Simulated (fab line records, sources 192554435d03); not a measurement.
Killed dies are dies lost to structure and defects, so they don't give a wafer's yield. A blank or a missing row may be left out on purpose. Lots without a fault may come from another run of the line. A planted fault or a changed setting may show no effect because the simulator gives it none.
fab line records | flow n5_finfet
record lots=5 wafers=15 last_day=16
route steps=1938 shown GATE_CUT@469
lots that met no fault: from a run of the same line without faults
start_h: hours from the record's first day to the start of the lot's first wafer shown | wait_h: hours since the lot's step before | " the same as in the row above | L1.1+2: a row that stands for several wafers | - no value, or no start given | * or withheld: withheld | < > ~ a bound
route shown NAME@n: a module of which the file shows steps, and the number in the route of the first | usual: mean/standard deviation of fault-free wafers | same: alike in all rows | chamber/n: place in a boat | sites: the reading at each site | _std_site: their standard deviation | _edge_site: outer sites' mean less inner sites' | radius_mm: how far each site lies from the wafer's centre | mask NAME#n: copy n | behind: the tool/chamber that last shaped the wafer | hold: why the lot was held/for how many hours/how that ended | device: the transistor (n, p or np) that didn't switch | end of line: the same wafers' tests at the end of the route | a step without rows: its recipe alone | killed: dies lost to structure and defects at the first sort, not the wafer's yield | map: a wafer's dies, x killed, . not, _ none there
set.NAME: the setting as run; set.NAME@STEP: as run at that earlier step | model.NAME: the simulator's own value behind a step, which no gauge read
lots at some steps of the route; a table a step, a row a wafer
services: from which hour (start_h, from the record's first day; less than 0 if before it) a tool's chamber was out of use, for how many hours, and why
## steps
# step N5_GATE_CUT_ETCH_58
# recipe chemistry=CH3F/O2 target=SiNx target_depth_a=170 time_s=128.6 ion_energy_ev=50 pressure_mtorr=30 source_w=415 bias_w=21 Ar_flow_sccm=150 CH3F_flow_sccm=30 O2_flow_sccm=20
# usual drypump_motor_current_A=5.6/0.41 oes_product_au=0.79/0.085 rf_vpp_V=99.2/0.91 showerhead_plenum_p_Torr=2.02/0.063 throttle_valve_pct=16.26/0.26
# columns lot.wafer tool chamber start_h wait_h drypump_motor_current_A oes_product_au rf_hours_counter_h rf_vpp_V showerhead_plenum_p_Torr throttle_valve_pct
L078.4 rie_diel-03 1 108.25 0.1 5.4 0.83 85 97.6 2.03 16.16
L078.5 " 0 " " 5.5 0.83 - 99.8 2.02 16.11
L078.6 " 3 " " 5.3 0.72 - 98.3 2.00 16.34
L079.4 rie_diel-02 1 118.64 0.0 5.4 0.92 14 99.6 2.04 15.94
L079.5 " 2 " " 5.2 0.78 - 99.5 2.00 16.37
L079.6 " 3 " " 5.8 0.76 - 100.0 2.09 16.34
L086.1 rie_diel-03 3 156.69 0.0 5.4 0.71 188 97.6 1.99 16.34
L086.3 " 1 " " 5.4 0.81 99 99.6 2.02 16.20
L086.4 " 0 " " 5.6 0.81 - 98.7 2.01 16.15
L090.2 rie_diel-02 2 182.54 0.0 5.2 0.76 162 97.7 1.99 16.39
L090.4 " 0 " " 5.9 0.90 30 100.5 2.12 15.78
L090.6 " 3 " " 5.8 0.74 - 99.6 2.08 16.38
L094.1 rie_diel-03 0 199.31 0.1 5.5 0.80 102 100.0 2.01 16.17
L094.3 " 1 " " 5.5 0.80 111 99.8 2.02 16.21
L094.5 " 0 " " 5.5 0.80 - 98.9 2.01 16.16
# step N5_GATE_CUT_STRIP_59
# recipe chemistry=N2/H2 time_s=20 power_w=100 temp_c=40 pressure_mtorr=100 rf_frequency_hz=6e+07 bias_power_w=3 n2_flow_sccm=300 h2_flow_sccm=300
# usual drypump_motor_current_A=5.6/0.41 oes_product_au=0.79/0.087 rf_vpp_V=45.5/0.86 showerhead_plenum_p_Torr=3.40/0.1 throttle_valve_pct=12.1/0.3
# columns lot.wafer tool chamber start_h wait_h drypump_motor_current_A oes_product_au rf_hours_counter_h rf_vpp_V showerhead_plenum_p_Torr throttle_valve_pct
L078.4 rie_diel-03 1 108.35 0.1 5.4 0.83 86 44.0 3.40 11.9
L078.5 " 0 " " 5.5 0.83 - 46.0 3.42 12.1
L078.6 " 3 " " 5.4 0.72 - 46.9 3.36 12.2
L079.4 rie_diel-02 1 118.74 0.1 5.4 0.93 15 46.9 3.44 11.8
L079.5 " 2 " " 5.2 0.79 - 45.5 3.38 12.3
L079.6 " 3 " " 5.8 0.75 - 45.6 3.50 12.1
L086.1 rie_diel-03 3 156.79 0.1 5.4 0.71 188 43.5 3.35 12.2
L086.3 " 1 " " 5.4 0.81 99 44.7 3.40 12.0
L086.4 " 0 " " 5.5 0.82 - 45.0 3.41 12.1
L090.2 rie_diel-02 2 182.65 0.1 5.2 0.77 162 45.0 3.37 12.4
L090.4 " 0 " " 5.9 0.92 30 44.2 3.57 11.6
L090.6 " 3 " " 5.8 0.74 - 45.7 3.49 12.2
L094.1 rie_diel-03 0 199.41 0.1 5.5 0.80 102 44.8 3.41 12.1
L094.3 " 1 " " 5.5 0.81 111 45.7 3.39 12.0
L094.5 " 0 " " 5.6 0.81 - 46.9 3.41 12.1
# step N5_GATE_CUT_PRECLEAN_31
# recipe temp_c=23 chemistry=DIW time_s=300
# columns lot.wafer tool chamber start_h wait_h
L078.4+5+6 wet_bench-02 5,6,1 108.43 0.1
L079.4+5+6 wet_bench-02 2,4,1 118.83 0.1
L086.1+3+4 wet_bench-04 2,6,3 156.88 0.1
L090.2+4+6 wet_bench-02 4,6,2 182.73 0.1
L094.1+3+5 wet_bench-06 0,1,2 199.49 0.1
# step N5_GATE_CUT_SRD_32
# recipe time_s=30 temp_c=23 rinse_liquid=diw dry=ipa_marangoni
# columns lot.wafer tool chamber start_h wait_h
L078.4+5+6 wet_bench-02 5,6,1 108.52 0.0
L079.4+5+6 wet_bench-02 2,4,1 118.92 0.0
L086.1+3+4 wet_bench-04 2,6,3 156.96 0.0
L090.2+4+6 wet_bench-02 4,6,2 182.82 0.0
L094.1+3+5 wet_bench-06 0,1,2 199.58 0.0
# step N5_GATE_CUT_SAC_CAP_01
# recipe material=SiNx target_thk_a=240 temp_c=400 ald_precursor_family=SiH2I2 ald_co_reactant=N2/H2-plasma pulse_time_s=1 ald_cycles=480 purge_time_s=2 co_reactant_purge_time_s=2 pressure_torr=2
# usual chamber_pressure_Torr=2.000/0.004 heater_power_w=837/72 precursor_pulse_height_rel=1.000/0.019
# columns lot.wafer tool chamber start_h wait_h chamber_pressure_Torr heater_power_w precursor_pulse_height_rel
L078.4 ald_sin-04 2 108.57 0.0 2.002 907 1.029
L078.5 " 1 109.65 1.1 2.002 838 1.013
L078.6 " 2 " " 1.995 935 1.001
L079.4 ald_sin-01 0 118.97 0.0 1.998 984 0.995
L079.5 " 0 120.05 1.1 1.994 946 1.017
L079.6 " 1 " " 2.007 904 0.997
L086.1 ald_sin-04 2 157.01 0.0 1.995 920 0.980
L086.3 " 3 " " 2.002 757 1.010
L086.4 " 0 " " 1.999 834 0.984
L090.2 ald_sin-04 1 184.62 1.8 2.000 818 1.005
L090.4 " 3 " " 1.999 779 0.999
L090.6 " 2 185.71 2.9 2.006 910 1.027
L094.1 ald_sin-03 2 199.62 0.0 2.006 781 1.034
L094.3 " 3 " " 1.997 714 1.020
L094.5 " 3 200.71 1.1 1.995 727 0.963
# step N5_GATE_CUT_PECVD_57
# recipe material=SiNx target_thk_a=210 temp_c=400 precursor=SiH4/NH3/N2 pressure_torr=1.5 rf_w=300
# usual chamber_pressure_Torr=1.500/0.0035 heater_power_w=842/99 showerhead_plenum_p_Torr=5.15/0.046 throttle_valve_pct=39.5/2.3
# columns lot.wafer tool chamber start_h wait_h chamber_pressure_Torr heater_power_w showerhead_plenum_p_Torr throttle_valve_pct
L078.4 pecvd-03 1 110.78 1.1 1.498 927 5.15 40.6
L078.5 " 2 " " 1.500 839 5.20 39.7
L078.6 " 0 " " 1.501 839 5.12 35.5
L079.4 pecvd-01 0 121.18 1.1 1.502 666 5.19 38.6
L079.5 " 1 " " 1.503 769 5.21 40.0
L079.6 " 2 " " 1.497 789 5.21 38.0
L086.1 pecvd-03 1 159.20 1.1 1.494 1018 5.14 40.5
L086.3 " 0 " " 1.504 855 5.09 35.1
L086.4 " 1 " " 1.498 1014 5.13 40.4
L090.2 pecvd-03 0 186.81 1.1 1.499 840 5.12 35.4
L090.4 " 1 " " 1.495 920 5.14 40.4
L090.6 " 2 " " 1.500 919 5.19 39.9
L094.1 pecvd-03 0 201.82 1.1 1.495 835 5.11 35.4
L094.3 " 2 " " 1.498 795 5.20 40.0
L094.5 " 0 " " 1.501 839 5.13 35.4
# step N5_GATE_CUT_CMP_02
# recipe stop_on=SiO2 t_overpolish_s=12.7 post_cmp_clean=alkaline_brush down_force_psi=2.5 platen_rpm=51.8 pad_velocity_m_s=1.0307 target_thk_nm=0
# usual head_pressure_psi=2.500/0.0052 motor_current_A=9.0/0.86 overpolish_run_s=12.700/0.0099 time_to_endpoint_s=26.2/1.8
# columns lot.wafer tool chamber start_h wait_h head_pressure_psi motor_current_A overpolish_run_s time_to_endpoint_s
L078.4 cmp-03 3 110.87 0.1 2.503 9.4 12.715 24.9
L078.5 " 2 " " 2.501 9.9 12.697 27.4
L078.6 " 3 " " 2.502 9.3 12.702 26.1
L079.4 cmp-04 0 121.27 0.1 2.501 8.5 12.705 28.8
L079.5 " 3 " " 2.508 8.6 12.693 26.8
L079.6 " 0 " " 2.504 8.3 12.707 30.0
L086.3 cmp-03 3 159.28 0.1 2.504 9.2 12.695 25.8
L086.1 " 0 " " 2.502 8.4 12.695 24.6
L086.4 " 2 " " 2.500 9.9 12.700 26.0
L090.2 cmp-02 1 186.93 0.1 2.508 9.5 12.708 25.8
L090.4 " 2 " " 2.508 8.6 12.691 27.9
L090.6 " 0 " " 2.499 8.9 12.700 29.9
L094.3 cmp-04 1 201.91 0.1 2.497 7.5 12.698 25.1
L094.1 " 0 " " 2.502 8.0 12.722 25.4
L094.5 " 2 " " 2.495 10.1 12.688 25.6
# step N5_GATE_CUT_HM_DEP_46
# recipe material=SiO2 target_thk_a=1300 temp_c=400 precursor=TEOS/O2 pressure_torr=6.5 rf_w=900 teos_flow_sccm=161.4 gas=O2 flow_sccm=2650 time_s=26.6
# usual chamber_pressure_Torr=6.500/0.015 heater_power_w=618/110 showerhead_plenum_p_Torr=8.355/0.025 throttle_valve_pct=18.5/1
# columns lot.wafer tool chamber start_h wait_h chamber_pressure_Torr heater_power_w showerhead_plenum_p_Torr throttle_valve_pct
L078.4 pecvd-02 1 111.18 0.1 6.500 682 8.373 20.0
L078.5 " 2 " " 6.493 717 8.306 19.6
L078.6 " 0 " " 6.497 464 8.318 19.3
L079.4 pecvd-02 2 121.58 0.1 6.504 758 8.300 19.4
L079.5 " 0 " " 6.492 545 8.312 19.4
L079.6 " 1 " " 6.493 632 8.352 19.8
L086.1 pecvd-03 2 159.61 0.0 6.486 690 8.364 18.4
L086.3 " 1 " " 6.509 831 8.337 18.9
L086.4 " 1 " " 6.505 842 8.329 18.9
L090.2 pecvd-01 2 187.22 0.0 6.515 637 8.383 17.9
L090.4 " 2 " " 6.491 644 8.395 17.9
L090.6 " 0 " " 6.464 494 8.380 18.1
L094.1 pecvd-03 1 202.24 0.0 6.507 770 8.363 18.8
L094.3 " 0 " " 6.519 558 8.338 16.3
L094.5 " 2 " " 6.495 662 8.385 18.6
# step N5_GATE_CUT_COAT_34
# recipe resist=SOC temp_c=250 time_s=60 spin_rpm=1500 resist_thk_nm=60
# columns lot.wafer tool chamber start_h wait_h
L078.4+5+6 litho_track-01 0 111.23 0.0
L079.4+5+6 litho_track-05 0 121.63 0.0
L086.1+3+4 litho_track-01 0 159.67 0.0
L090.2+4+6 litho_track-01 0 187.29 0.0
L094.1+3+5 litho_track-01 0 202.31 0.0
# step N5_GATE_CUT_COAT_35
# recipe resist=SiARC temp_c=220 time_s=60 spin_rpm=1500 resist_thk_nm=10
# columns lot.wafer tool chamber start_h wait_h
L078.4+5+6 litho_track-01 0 - -
L079.4+5+6 litho_track-05 0 - -
L086.1+3+4 litho_track-01 0 - -
L090.2+4+6 litho_track-01 0 - -
L094.1+3+5 litho_track-01 0 - -
# step N5_GATE_CUT_COAT_27
# recipe resist=underlayer temp_c=205 time_s=60 spin_rpm=1500 resist_thk_nm=10
# columns lot.wafer tool chamber start_h wait_h
L078.4+5+6 litho_track-01 0 - -
L079.4+5+6 litho_track-05 0 - -
L086.1+3+4 litho_track-01 0 - -
L090.2+4+6 litho_track-01 0 - -
L094.1+3+5 litho_track-01 0 - -
# step N5_GATE_CUT_COAT_07
# recipe resist=CAR-EUV spin_rpm=1500 resist_thk_nm=30
# columns lot.wafer tool chamber start_h wait_h
L078.4+5+6 litho_track-01 0 - -
L079.4+5+6 litho_track-05 0 - -
L086.1+3+4 litho_track-01 0 - -
L090.2+4+6 litho_track-01 0 - -
L094.1+3+5 litho_track-01 0 - -
# step N5_GATE_CUT_EBR_09
# recipe solvent=PGMEA ebr_width_mm=1.5
# columns lot.wafer tool chamber start_h wait_h
L078.4+5+6 litho_track-01 0 - -
L079.4+5+6 litho_track-05 0 - -
L086.1+3+4 litho_track-01 0 - -
L090.2+4+6 litho_track-01 0 - -
L094.1+3+5 litho_track-01 0 - -
# step N5_GATE_CUT_SOFTBAKE_08
# recipe temp_c=110 time_s=60 resist=CAR-EUV
# columns lot.wafer tool chamber start_h wait_h
L078.4+5+6 litho_track-01 0 - -
L079.4+5+6 litho_track-05 0 - -
L086.1+3+4 litho_track-01 0 - -
L090.2+4+6 litho_track-01 0 - -
L094.1+3+5 litho_track-01 0 - -
# step N5_GATE_CUT_EXPOSE_10
# recipe mask_id=GATE_CUT na=0.33 source_shape=annular sigma_inner=0.35 sigma_outer=0.8 polarization=unpolarized target_cd_nm=20 dose_mj=43.25
# columns lot.wafer tool chamber start_h wait_h mask
L078.4+5+6 euv_scanner-01 0 111.39 - GATE_CUT#0
L079.4+5+6 euv_scanner-02 0 121.95 - GATE_CUT#0
L086.1+3+4 euv_scanner-02 0 159.94 - GATE_CUT#0
L090.2+4+6 euv_scanner-01 0 187.43 - GATE_CUT#0
L094.1+3+5 euv_scanner-01 0 202.45 - GATE_CUT#0
# step N5_GATE_CUT_PEB_11
# recipe peb_temp_c=100 peb_time_s=60 resist=CAR-EUV
# columns lot.wafer tool chamber start_h wait_h
L078.4+5+6 litho_track-01 0 111.44 0.0
L079.4+5+6 litho_track-05 0 121.99 0.0
L086.1+3+4 litho_track-01 0 160.00 0.1
L090.2+4+6 litho_track-01 0 187.49 0.1
L094.1+3+5 litho_track-05 0 202.51 0.1
# step N5_GATE_CUT_DEVELOP_12
# recipe develop_time_s=30 developer=TMAH resist=CAR-EUV rinse_liquid=surfactant_rinse dry=air_spin dev_temp_c=23
# columns lot.wafer tool chamber start_h wait_h
L078.4+5+6 litho_track-01 0 - -
L079.4+5+6 litho_track-05 0 - -
L086.1+3+4 litho_track-01 0 - -
L090.2+4+6 litho_track-01 0 - -
L094.1+3+5 litho_track-05 0 - -
# step N5_GATE_CUT_CD_MEAS_13
# recipe target_cd_nm=20 landing_energy_ev=500 detector=se_inlens
# usual cd_nm=19.89/0.23
# same landing_energy_ev=500
# columns lot.wafer tool chamber start_h wait_h cd_nm
L078.4 cd_sem-02 0 111.50 - 20.40
L078.5 " 0 " " 19.96
L078.6 " 0 " " 20.26
L079.4 cd_sem-02 0 122.06 - 19.86
L079.5 " 0 " " 19.63
L079.6 " 0 " " 19.66
L086.1 cd_sem-01 0 160.07 - 19.70
L086.3 " 0 " " 19.71
L086.4 " 0 " " 19.88
L090.2 cd_sem-02 0 187.56 - 19.66
L090.4 " 0 " " 19.87
L090.6 " 0 " " 19.33
L094.1 cd_sem-02 0 202.58 - 19.64
L094.3 " 0 " " 19.57
L094.5 " 0 " " 20.29
# step N5_GATE_CUT_OVL_MEAS_14
# recipe points_per_wafer=522
# usual GATE_CUT_OVL=0.1/0.7
# columns lot.wafer tool chamber start_h wait_h GATE_CUT_OVL[nm]
L078.4 overlay-01 0 111.55 0.0 1.1
L078.5 " 0 " " 0.1
L078.6 " 0 " " 0.2
L079.4 overlay-01 0 122.11 0.0 -1.4
L079.5 " 0 " " -0.6
L079.6 " 0 " " -1.3
L086.1 overlay-01 0 160.10 0.0 1.3
L086.3 " 0 " " -0.2
L086.4 " 0 " " 1.2
L090.2 overlay-02 0 187.59 0.0 -0.9
L090.4 " 0 " " -0.7
L090.6 " 0 " " 0.4
L094.1 overlay-01 0 202.61 0.0 0.7
L094.3 " 0 " " -0.1
L094.5 " 0 " " 0.3
# step N5_GATE_CUT_INSPECT_15
# recipe mode=adi inspect_instrument=brightfield
# usual raw_defect_count=123/36
# columns lot.wafer tool chamber start_h wait_h raw_defect_count
L078.4 defect_inspect-02 - 111.59 0.0 202
L078.5 " - " " 148
L078.6 " - " " 146
L079.4 defect_inspect-01 - 122.15 0.0 122
L079.5 " - " " 124
L079.6 " - " " 107
L086.1 defect_inspect-02 - 160.16 0.1 97
L086.3 " - " " 154
L086.4 " - " " 101
L090.2 defect_inspect-02 - 187.64 0.0 68
L090.4 " - " " 85
L090.6 " - " " 82
L094.1 defect_inspect-01 - 202.67 0.1 84
L094.3 " - " " 84
L094.5 " - " " 122
# step N5_GATE_CUT_DESCUM_18
# recipe chemistry=O2 time_s=7 source_power_w=50 bias_power_w=20 pressure_mtorr=20 rf_frequency_hz=2.712e+07 temp_c=40 resist=CAR-EUV o2_flow_sccm=225
# usual drypump_motor_current_A=5.6/0.42 oes_product_au=0.80/0.083 rf_vpp_V=243.6/1.4 showerhead_plenum_p_Torr=2.12/0.062 throttle_valve_pct=20.37/0.25
# columns lot.wafer tool chamber start_h wait_h drypump_motor_current_A oes_product_au rf_hours_counter_h rf_vpp_V showerhead_plenum_p_Torr throttle_valve_pct
L078.4 rie_diel-05 0 111.62 0.0 6.4 0.70 211 244.0 2.07 20.75
L078.5 " 2 " " 6.3 0.71 - 242.5 2.00 20.76
L078.6 " 3 " " 5.5 0.77 - 243.2 2.01 20.52
L079.4 rie_diel-02 1 122.38 0.2 5.4 0.91 16 244.1 2.15 20.19
L079.5 " 3 " " 5.8 0.75 - 243.4 2.18 20.45
L079.6 " 0 " " 5.9 0.97 - 245.7 2.22 19.83
L086.1 rie_diel-02 0 160.38 0.2 5.9 0.94 23 245.4 2.22 19.88
L086.3 " 2 " " 5.2 0.78 156 244.2 2.10 20.61
L086.4 " 3 " " 5.8 0.75 168 244.0 2.18 20.44
L090.2 rie_diel-03 3 187.68 0.0 5.3 0.70 197 242.6 2.07 20.38
L090.4 " 1 " " 5.4 0.80 109 242.4 2.10 20.24
L090.6 " 0 " " 5.5 0.80 - 244.3 2.12 20.37
L094.1 rie_diel-02 0 202.70 0.0 5.9 0.91 36 244.7 2.21 19.87
L094.3 " 3 " " 5.7 0.73 180 245.4 2.17 20.48
L094.5 " 2 " " 5.2 0.76 - 244.6 2.09 20.60
# step N5_GATE_CUT_ETCH_28
# recipe chemistry=N2/H2 target=underlayer target_depth_a=130 mask_material=CAR-EUV time_s=10.4 ion_energy_ev=200 pressure_mtorr=30 source_w=840 bias_w=150 n2_flow_sccm=200 h2_flow_sccm=200 ends=cleared
# usual drypump_motor_current_A=5.6/0.42 etch_rf_on_time_s=10.35/0.11 oes_product_au=0.68/0.067 rf_vpp_V=525.0/2.2 showerhead_plenum_p_Torr=2.57/0.074 throttle_valve_pct=17.76/0.28
# columns lot.wafer tool chamber start_h wait_h drypump_motor_current_A etch_rf_on_time_s oes_product_au rf_hours_counter_h rf_vpp_V showerhead_plenum_p_Torr throttle_valve_pct
L078.4 rie_diel-05 0 111.66 0.0 6.4 10.44 0.60 211 524.1 2.52 18.16
L078.5 " 2 " " 6.3 10.45 0.62 - 520.6 2.42 18.15
L078.6 " 3 " " 5.5 10.29 0.66 - 521.4 2.45 17.95
L079.4 rie_diel-02 1 122.41 0.0 5.4 10.22 0.78 16 525.1 2.60 17.55
L079.5 " 3 " " 5.8 10.38 0.65 - 525.1 2.64 17.71
L079.6 " 0 " " 5.9 10.26 0.82 - 528.6 2.70 17.16
L086.1 rie_diel-02 0 160.42 0.0 5.9 10.38 0.80 23 528.3 2.70 17.18
L086.3 " 2 " " 5.2 10.32 0.66 156 524.0 2.54 18.02
L086.4 " 3 " " 5.8 10.44 0.64 168 527.0 2.63 17.73
L090.2 rie_diel-03 3 187.71 0.0 5.3 10.56 0.59 197 523.8 2.52 17.83
L090.4 " 1 " " 5.4 10.41 0.69 109 524.2 2.55 17.62
L090.6 " 0 " " 5.5 10.50 0.68 - 525.5 2.57 17.82
L094.1 rie_diel-02 0 202.74 0.0 5.9 10.32 0.78 36 528.0 2.69 17.20
L094.3 " 3 " " 5.8 10.23 0.64 180 528.5 2.63 17.75
L094.5 " 2 " " 5.2 10.21 0.65 - 524.5 2.54 18.04
# step N5_GATE_CUT_ETCH_36
# recipe chemistry=CF4 target=SiARC target_depth_a=130 mask_material=CAR-EUV time_s=21.7 ion_energy_ev=80 pressure_mtorr=40 source_w=545 bias_w=36 Ar_flow_sccm=100 cf4_flow_sccm=100 ends=cleared
# usual drypump_motor_current_A=5.6/0.42 etch_rf_on_time_s=21.69/0.25 oes_product_au=0.68/0.067 rf_vpp_V=184.4/1.2 showerhead_plenum_p_Torr=2.17/0.061 throttle_valve_pct=15.54/0.26
# columns lot.wafer tool chamber start_h wait_h drypump_motor_current_A etch_rf_on_time_s oes_product_au rf_hours_counter_h rf_vpp_V showerhead_plenum_p_Torr throttle_valve_pct
L078.4 rie_diel-05 0 111.68 0.0 6.4 22.05 0.60 211 184.8 2.12 15.98
L078.5 " 2 " " 6.3 22.08 0.61 - 182.9 2.04 15.87
L078.6 " 3 " " 5.5 21.54 0.66 - 181.1 2.06 15.68
L079.4 rie_diel-02 1 122.43 0.0 5.4 21.47 0.78 16 184.4 2.18 15.24
L079.5 " 3 " " 5.8 21.83 0.65 - 184.5 2.23 15.67
L079.6 " 0 " " 5.9 21.65 0.82 - 185.0 2.27 15.06
L086.1 rie_diel-02 0 160.44 0.0 5.9 21.81 0.79 23 185.2 2.27 15.08
L086.3 " 2 " " 5.2 21.58 0.66 156 184.7 2.14 15.70
L086.4 " 3 " " 5.8 22.09 0.64 168 183.8 2.23 15.66
L090.2 rie_diel-03 3 187.73 0.0 5.3 21.91 0.61 197 186.0 2.13 15.65
L090.4 " 1 " " 5.4 21.61 0.69 109 183.4 2.16 15.47
L090.6 " 0 " " 5.5 21.54 0.69 - 185.3 2.15 15.46
L094.1 rie_diel-02 0 202.76 0.0 5.9 21.88 0.76 36 184.9 2.26 15.08
L094.3 " 3 " " 5.8 21.95 0.62 180 185.0 2.22 15.69
L094.5 " 2 " " 5.2 21.40 0.65 - 185.8 2.13 15.72
# step N5_GATE_CUT_ETCH_37
# recipe chemistry=N2/H2 target=SOC target_depth_a=600 overetch_a=120 mask_material=SiARC temp_c=40 time_s=90 ion_energy_ev=200 pressure_mtorr=30 source_w=840 bias_w=150 n2_flow_sccm=200 h2_flow_sccm=200
# usual drypump_motor_current_A=5.6/0.42 oes_product_au=0.71/0.068 rf_vpp_V=524.8/2.2 showerhead_plenum_p_Torr=2.57/0.074 throttle_valve_pct=17.73/0.28
# columns lot.wafer tool chamber start_h wait_h drypump_motor_current_A oes_product_au rf_hours_counter_h rf_vpp_V showerhead_plenum_p_Torr throttle_valve_pct
L078.4 rie_diel-05 0 111.70 0.0 6.4 0.62 211 523.9 2.52 18.15
L078.5 " 2 " " 6.4 0.64 - 520.0 2.42 18.12
L078.6 " 3 " " 5.5 0.69 - 520.8 2.45 17.93
L079.4 rie_diel-02 1 122.46 0.0 5.4 0.81 16 525.1 2.60 17.52
L079.5 " 3 " " 5.8 0.68 - 527.0 2.64 17.69
L079.6 " 0 " " 5.9 0.86 - 527.6 2.70 17.14
L086.1 rie_diel-02 0 160.46 0.0 5.9 0.83 23 529.0 2.70 17.15
L086.3 " 2 " " 5.2 0.69 156 523.0 2.54 18.00
L086.4 " 3 " " 5.8 0.67 168 526.9 2.63 17.69
L090.2 rie_diel-03 3 187.76 0.0 5.3 0.63 197 524.1 2.52 17.81
L090.4 " 1 " " 5.4 0.72 109 524.8 2.55 17.59
L090.6 " 0 " " 5.5 0.72 - 524.3 2.57 17.78
L094.1 rie_diel-02 0 202.78 0.0 5.9 0.81 36 527.9 2.69 17.17
L094.3 " 3 " " 5.8 0.66 180 527.3 2.63 17.72
L094.5 " 2 " " 5.1 0.68 - 523.8 2.54 18.02
# step N5_GATE_CUT_STRIP_38
# recipe chemistry=N2/H2 temp_c=40 n2_flow_sccm=200 h2_flow_sccm=200 rf_frequency_hz=6e+07
# columns lot.wafer tool chamber start_h wait_h
L078.4+5+6 rie_diel-05 0,2,3 111.77 0.0
L079.4+5+6 rie_diel-02 1,3,0 122.52 0.0
L086.1+3+4 rie_diel-02 0,2,3 160.53 0.0
L090.2+4+6 rie_diel-03 3,1,0 187.82 0.0
L094.1+3+5 rie_diel-02 0,3,2 202.85 0.0
# step N5_GATE_CUT_STRIP_39
# recipe chemistry=N2/H2 temp_c=40 n2_flow_sccm=200 h2_flow_sccm=200 rf_frequency_hz=6e+07
# columns lot.wafer tool chamber start_h wait_h
L078.4+5+6 rie_diel-05 0,2,3 111.78 0.0
L079.4+5+6 rie_diel-02 1,3,0 122.53 0.0
L086.1+3+4 rie_diel-02 0,2,3 160.54 0.0
L090.2+4+6 rie_diel-03 3,1,0 187.83 0.0
L094.1+3+5 rie_diel-02 0,3,2 202.86 0.0
# step N5_GATE_CUT_HM_OPEN_40
# recipe chemistry=C4F6/O2 target=SiO2 mask_material=SiARC target_depth_a=1390 time_s=85.1 ion_energy_ev=250 pressure_mtorr=30 source_w=345 bias_w=185 Ar_flow_sccm=300 C4F6_flow_sccm=10 O2_flow_sccm=10 ends=cleared
# usual drypump_motor_current_A=5.6/0.42 etch_rf_on_time_s=93.8/1.7 oes_ar_750_au=0.79/0.072 oes_o_777_au=0.80/0.071 oes_product_au=0.72/0.072 rf_vpp_V=666/12 showerhead_plenum_p_Torr=2.88/0.082 throttle_valve_pct=20.86/0.25
# columns lot.wafer tool chamber start_h wait_h drypump_motor_current_A etch_rf_on_time_s oes_ar_750_au oes_o_777_au oes_product_au rf_hours_counter_h rf_vpp_V showerhead_plenum_p_Torr throttle_valve_pct
L078.4 rie_diel-05 0 111.79 0.0 6.4 94.0 0.70 0.71 0.64 211 668 2.82 21.30
L078.5 " 2 " " 6.4 94.2 0.71 0.71 0.64 - 676 2.71 21.15
L078.6 " 3 " " 5.5 92.8 0.77 0.78 0.69 - 651 2.75 21.09
L079.4 rie_diel-02 1 122.54 0.0 5.4 92.5 0.89 0.91 0.82 16 675 2.89 20.58
L079.5 " 3 " " 5.8 94.1 0.75 0.76 0.68 - 679 2.96 20.93
L079.6 " 0 " " 5.9 93.9 0.94 0.93 0.86 - 678 3.02 20.37
L086.1 rie_diel-02 0 160.55 0.0 5.9 91.5 0.91 0.90 0.83 23 678 3.01 20.40
L086.3 " 2 " " 5.2 93.9 0.77 0.78 0.69 156 649 2.83 20.98
L086.4 " 3 " " 5.7 95.9 0.75 0.75 0.67 168 680 2.96 20.97
L090.2 rie_diel-03 3 187.84 0.0 5.4 95.6 0.71 0.71 0.64 198 663 2.84 20.98
L090.4 " 1 " " 5.4 94.9 0.81 0.81 0.72 109 660 2.88 20.86
L090.6 " 0 " " 5.5 96.6 0.81 0.82 0.72 - 655 2.85 20.75
L094.1 rie_diel-02 0 202.87 0.0 5.9 93.0 0.89 0.88 0.82 36 679 3.01 20.41
L094.3 " 3 " " 5.8 94.7 0.74 0.74 0.66 180 677 2.95 20.98
L094.5 " 2 " " 5.2 93.5 0.76 0.78 0.68 - 648 2.83 21.01
# step N5_GATE_CUT_STRIP_41
# recipe chemistry=CF4 resist=SiARC power_w=300 bias_power_w=75 pressure_mtorr=50 cf4_flow_sccm=150 rf_frequency_hz=6e+07
# usual drypump_motor_current_A=5.6/0.42 oes_product_au=0.183/0.017 rf_vpp_V=271.7/1.3 showerhead_plenum_p_Torr=1.82/0.051 throttle_valve_pct=13.52/0.27
# columns lot.wafer tool chamber start_h wait_h drypump_motor_current_A oes_product_au rf_hours_counter_h rf_vpp_V showerhead_plenum_p_Torr throttle_valve_pct
L078.4 rie_diel-05 0 111.85 0.0 6.4 0.159 211 272.2 1.78 13.98
L078.5 " 2 " " 6.4 0.165 - 269.1 1.72 13.88
L078.6 " 3 " " 5.5 0.182 - 269.5 1.72 13.66
L079.4 rie_diel-02 1 122.60 0.0 5.4 0.208 16 271.5 1.83 13.19
L079.5 " 3 " " 5.8 0.174 - 272.7 1.87 13.63
L079.6 " 0 " " 5.9 0.222 - 272.8 1.90 13.00
L086.1 rie_diel-02 0 160.61 0.0 5.9 0.206 23 274.1 1.90 13.04
L086.3 " 2 " " 5.2 0.185 156 270.7 1.80 13.70
L086.4 " 3 " " 5.8 0.171 168 271.9 1.86 13.67
L090.2 rie_diel-03 3 187.90 0.0 5.3 0.158 198 271.3 1.78 13.64
L090.4 " 1 " " 5.4 0.187 109 270.4 1.80 13.43
L090.6 " 0 " " 5.6 0.186 - 271.1 1.81 13.43
L094.1 rie_diel-02 0 202.93 0.0 5.9 0.209 36 273.6 1.89 13.05
L094.3 " 3 " " 5.7 0.166 180 273.6 1.86 13.69
L094.5 " 2 " " 5.2 0.179 - 270.0 1.79 13.72
## services
# columns tool chamber start_h hours kind
ald_sin-01 - 86.21 14.0 pm
cmp-03 - 98.57 2.3 repair
cmp-04 - 103.67 1.1 repair
euv_scanner-02 - 108.96 1.0 pm
euv_scanner-02 - 109.97 4.6 pm
rie_diel-02 1 110.06 6.0 repair
cmp-04 - 111.69 1.2 repair
cmp-02 - 113.67 4.0 pm
euv_scanner-01 - 114.57 1.0 pm
euv_scanner-01 - 115.58 4.6 pm
cmp-02 - 118.87 0.6 repair
rie_diel-03 - 130.92 0.7 repair
rie_diel-02 - 140.34 0.4 repair
pecvd-03 0 146.35 2.8 repair
ald_sin-03 2 148.19 5.8 repair
pecvd-03 - 149.62 1.8 repair
rie_diel-03 1 149.89 4.6 repair
euv_scanner-02 - 156.81 1.0 pm
ald_sin-04 2 163.53 5.6 repair
euv_scanner-01 - 163.74 1.0 pm
ald_sin-03 - 176.83 14.0 pm
cmp-03 - 183.79 20.6 pm
euv_scanner-01 - 187.82 0.5 repair
ald_sin-01 2 195.18 7.2 repair
## key
fault none
